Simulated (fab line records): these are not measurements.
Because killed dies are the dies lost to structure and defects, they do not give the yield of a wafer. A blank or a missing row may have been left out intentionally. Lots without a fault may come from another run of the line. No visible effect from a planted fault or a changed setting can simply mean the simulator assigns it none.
Chamber matching	flow nand harc	NHARC_A_STAIRCASE_CMP_152 on cmp-03: 4 sister chambers
The step polishes. 8 wafers are shown with their chamber, then 7 later ones without.

== WAFERS, EACH WITH ITS CHAMBER ==
wafer	chamber	motor current A (A)
L084.5	3	12.6
L086.2	1	11.7
L086.6	2	11.9
L089.1	0	11.0
L089.3	1	12.0
L089.4	3	12.5
L087.1	0	10.7
L087.2	2	12.1

== WAFERS WITH NO CHAMBER GIVEN ==
wafer	motor current A (A)
L087.3	11.4
L087.4	13.1
L087.5	12.9
L087.6	12.7
L093.4	13.6
L093.5	12.4
L093.6	12.6

== CHAMBER TAKEN BY EACH ==
wafer	from the rows above	in truth
L087.3	can't be placed: 1 or 0 or 2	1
L087.4	3	3
L087.5	3	3
L087.6	3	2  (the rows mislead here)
L093.4	3	3
L093.5	can't be placed: 3 or 2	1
L093.6	3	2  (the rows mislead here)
Correctly placed: 3 of 7. These rows do not allow placing 2 (true chamber among the candidates in 1). Placed wrongly: 2.
How it was worked out, from the rows above alone: a wafer's distance from a chamber is the root of the sum, over the readings, of the square of ((its reading less the chamber's mean) divided by the reading's scatter). If the next closest chamber is less than 2 further off than the closest, the wafer can't be placed; otherwise it belongs to the closest. A chamber's mean is the mean of its shown wafers. The scatter: take each reading less its chamber's mean, square it, sum over the shown wafers, divide by the number of wafers less the number of chambers, and take the root.
